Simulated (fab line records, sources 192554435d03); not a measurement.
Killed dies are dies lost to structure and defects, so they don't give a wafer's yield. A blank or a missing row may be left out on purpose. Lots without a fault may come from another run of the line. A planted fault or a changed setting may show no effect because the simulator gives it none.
Which tool did it? | flow n5_finfet | 10 lots, 30 wafers sampled, at 5 steps of a route of 1938

WHAT THE GAUGES READ, wafer by wafer
N5_GATE_CUT_INSPECT_26: inspects for defects (darkfield).
lot  | measured     | on                | raw_defect_count
L501 | day 4 14:43  | defect_inspect-01 | 49 46 48
L502 | day 4 23:20  | defect_inspect-02 | 57 36 61
L503 | day 5 04:22  | defect_inspect-01 | 17 31 28
L505 | day 5 15:19  | defect_inspect-02 | 34 45 67
L506 | day 5 21:52  | defect_inspect-02 | 35 117 32
L517 | day 8 16:55  | defect_inspect-01 | 60 59 67
L518 | day 8 22:26  | defect_inspect-02 | 49 19 22
L519 | day 9 03:47  | defect_inspect-01 | 41 67 53
L520 | day 9 12:23  | defect_inspect-02 | 14 29 32
L524 | day 10 12:38 | defect_inspect-01 | 38 42 40

N5_MOL_CONTACT_COAG_CD_MEAS_08: target cd 28 nm.
lot  | measured     | on        | cd_nm (nm)
L501 | day 4 15:01  | cd_sem-03 | 27.79 27.78 28.06
L502 | day 4 23:46  | cd_sem-03 | 28.52 28.12 28.26
L503 | day 5 04:47  | cd_sem-03 | 27.64 28.14 27.77
L505 | day 5 15:45  | cd_sem-02 | 27.92 28.14 28.17
L506 | day 5 22:09  | cd_sem-03 | 28.17 28.19 27.89
L517 | day 8 17:13  | cd_sem-03 | 29.60 29.43 29.67
L518 | day 8 22:52  | cd_sem-03 | 29.56 29.64 29.73
L519 | day 9 04:05  | cd_sem-01 | 27.63 28.12 28.05
L520 | day 9 12:48  | cd_sem-01 | 27.64 28.07 27.84
L524 | day 10 13:04 | cd_sem-01 | 27.86 27.84 28.05

N5_BEOL_M4_RC_MEAS_101.
lot  | measured     | on        | DIBL_N (mV/V)  | DIBL_P (mV/V)  | IOFF_N (nA/um)    | IOFF_P (nA/um) | ION_N (uA/um) | ION_P (uA/um) | SS_N (mV/dec)  | SS_P (mV/dec)  | VT_N (mV)   | VT_P (mV)
L501 | day 9 08:02  | prober-02 | 36.5 36.4 35.1 | 36.9 36.1 35.6 | 0.170 0.159 0.143 | 0.23 0.22 0.22 | 681 664 675   | 467 457 469   | 72.2 72.2 72.0 | 73.9 73.9 73.2 | 246 251 252 | -247 -246 -246
L502 | day 9 11:49  | prober-02 | 36.7 36.7 33.5 | 35.8 35.5 31.3 | 0.154 0.141 0.101 | 0.20 0.19 0.15 | 674 657 650   | 462 454 450   | 72.0 71.0 71.0 | 73.0 73.0 72.1 | 251 254 255 | -253 -254 -256
L503 | day 9 13:56  | prober-02 | 37.0 35.3 35.9 | 37.4 34.5 34.9 | 0.162 0.136 0.135 | 0.21 0.17 0.18 | 683 675 659   | 468 464 451   | 70.9 71.0 70.8 | 74.1 72.6 73.1 | 248 249 252 | -250 -253 -255
L505 | day 10 03:13 | prober-01 | 37.4 35.9 37.2 | 36.7 35.6 37.0 | 0.151 0.125 0.155 | 0.20 0.18 0.20 | 674 656 680   | 461 455 463   | 71.8 71.3 72.1 | 73.6 73.2 73.6 | 253 255 250 | -252 -250 -253
L506 | day 10 22:27 | prober-01 | 33.6 36.9 34.7 | 34.2 38.5 35.2 | 0.113 0.172 0.136 | 0.19 0.26 0.21 | 644 676 673   | 456 473 473   | 71.4 71.7 71.2 | 72.4 73.6 72.9 | 255 248 253 | -247 -245 -248
L517 | day 13 13:57 | prober-01 | 37.7 34.9 34.7 | 38.1 35.4 34.2 | 0.196 0.150 0.131 | 0.22 0.18 0.16 | 686 691 664   | 459 471 449   | 71.2 71.1 70.7 | 73.9 72.9 72.5 | 244 247 250 | -251 -252 -255
L518 | day 13 03:50 | prober-02 | 36.2 37.3 34.6 | 34.5 34.6 32.2 | 0.148 0.146 0.120 | 0.18 0.17 0.16 | 684 674 660   | 464 447 449   | 71.2 71.6 70.6 | 72.7 72.7 72.4 | 248 254 253 | -255 -255 -256
L519 | day 13 06:11 | prober-02 | 35.6 35.3 36.1 | 35.8 35.7 35.7 | 0.151 0.146 0.150 | 0.20 0.20 0.20 | 687 674 673   | 469 461 459   | 71.3 70.9 71.2 | 73.7 73.4 72.6 | 250 248 249 | -250 -251 -249
L520 | day 14 05:24 | prober-02 | 35.8 33.6 34.9 | 34.9 31.3 33.4 | 0.155 0.109 0.135 | 0.19 0.14 0.17 | 680 653 674   | 462 449 463   | 71.8 71.5 71.9 | 72.8 73.0 72.8 | 249 257 250 | -252 -256 -253
L524 | day 15 11:20 | prober-02 | 34.3 31.8 33.2 | 34.4 30.1 32.1 | 0.129 0.087 0.113 | 0.17 0.11 0.14 | 655 632 658   | 454 435 449   | 70.4 71.7 71.2 | 72.7 71.6 72.2 | 250 259 255 | -253 -261 -258

WHICH TOOL RAN EACH LOT (tool, then ch and the chambers of the sampled wafers, then the start)
lot  | N5_GATE_CUT_CUT_ETCH_55           | N5_GATE_CUT_ALD_22
L501 | rie_metal-01 ch 0,1, day 4 11:53  | ald_sin-03 ch 0,1, day 4 12:11
L502 | rie_metal-01 ch 0,1, day 4 20:29  | ald_sin-01 ch 1,2, day 4 20:49
L503 | rie_metal-02 ch 0,1, day 5 01:31  | ald_sin-01 ch 0,1, day 5 01:50
L505 | rie_metal-01 ch 0,1, day 5 11:24  | ald_sin-01 ch 1,2,3, day 5 12:47
L506 | rie_metal-01 ch 0, day 5 19:01    | ald_sin-01 ch 1,3, day 5 19:20
L517 | rie_metal-02 ch 0,1, day 8 13:56  | ald_sin-03 ch 2,3, day 8 14:24
L518 | rie_metal-02 ch 0,1, day 8 17:17  | ald_sin-04 ch 0,2, day 8 19:55
L519 | rie_metal-01 ch 0,1, day 9 00:56  | ald_sin-03 ch 0,1,3, day 9 01:16
L520 | rie_metal-02 ch 0,1, day 9 09:25  | ald_sin-04 ch 0,2,3, day 9 09:44
L524 | rie_metal-02 ch 0,1, day 10 09:47 | ald_sin-03 ch 0,1,3, day 10 10:07
- N5_GATE_CUT_CUT_ETCH_55: etches HfO2 in BCl3, target depth 3.2 nm.
- N5_GATE_CUT_ALD_22: deposits SiNx, target thk 16 nm, pulse time 1 s, ald cycles 320.

WHAT THE TOOLS THEMSELVES READ (means of the sampled wafers that have a number; where no wafer has one, the mark that the record gives instead)
N5_GATE_CUT_CUT_ETCH_55.
lot  | tool         | drypump_motor_current_A (A) | oes_product_au (a.u.) | throttle_valve_pct (%)
L501 | rie_metal-01 | 5.60                        | 0.64                  | 33.25
L502 | rie_metal-01 | 5.60                        | 0.65                  | 33.25
L503 | rie_metal-02 | 5.52                        | 0.67                  | 33.30
L505 | rie_metal-01 | 5.59                        | 0.65                  | 33.26
L506 | rie_metal-01 | 5.55                        | 0.63                  | 33.29
L517 | rie_metal-02 | 5.38                        | 0.67                  | 33.55
L518 | rie_metal-02 | 5.37                        | 0.67                  | 33.55
L519 | rie_metal-01 | 5.60                        | 0.63                  | 33.26
L520 | rie_metal-02 | 5.38                        | 0.67                  | 33.55
L524 | rie_metal-02 | 5.40                        | 0.66                  | 33.55

N5_GATE_CUT_ALD_22.
lot  | tool       | heater_power_w (W) | precursor_pulse_height_rel | susceptor_temp_C (C)
L501 | ald_sin-03 | 831                | 1.022                      | 399.89
L502 | ald_sin-01 | 806                | 1.001                      | 399.98
L503 | ald_sin-01 | 806                | 1.006                      | 400.02
L505 | ald_sin-01 | 836                | 1.004                      | 400.02
L506 | ald_sin-01 | 823                | 1.021                      | 399.97
L517 | ald_sin-03 | 855                | 1.008                      | 400.02
L518 | ald_sin-04 | 859                | 1.007                      | 399.98
L519 | ald_sin-03 | 853                | 1.014                      | 400.03
L520 | ald_sin-04 | 854                | 1.022                      | 399.84
L524 | ald_sin-03 | 840                | 0.981                      | 400.00

THE ANSWER, worked out from the rows above alone
Rule: what is usual is taken from the lots themselves. Put in order of their means at a reading, lots are off if they are a third of the lots or fewer, leave a main group of 4 or more, and stand apart from it by a gap of 3 or more times the standard deviation of the main group's means; of several such gaps the widest counts. A main group whose means are all the same, to the digits that the tables above print for the reading, isn't used. A lot without any number at a reading at which 4 lots or more have one is off too. The other lots that the step has rows for count as sound. The gauges are gone through in route order, then the tools' own readings, and for those a lot's mean is taken as printed above. The first step at which some lot is off is used, and at that step the reading that is off furthest; a lot without a number counts as furthest.
Off: L517, L518, at N5_MOL_CONTACT_COAG_CD_MEAS_08 (cd_nm). The main group: mean 27.99 nm, standard deviation 0.15.
A tool fits if, at a process step before that reading, it ran every lot that is off, and no sound lot after the first of them. The gauges at N5_MOL_CONTACT_COAG_CD_MEAS_08 are tried like those tools. One fits: cd_sem-03 at N5_MOL_CONTACT_COAG_CD_MEAS_08. Its last sound lot is L506 (day 5 22:09), its first lot that is off L517 (day 8 17:13): a fault that began between those two fits.

WHAT THE SIMULATOR HAD PUT IN
Metrology matching offset: cd_sem-03, from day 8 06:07 on, at N5_MOL_CONTACT_COAG_CD_MEAS_08. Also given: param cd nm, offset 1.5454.
Lots struck among those shown: L517, L518. The rule above found the same.
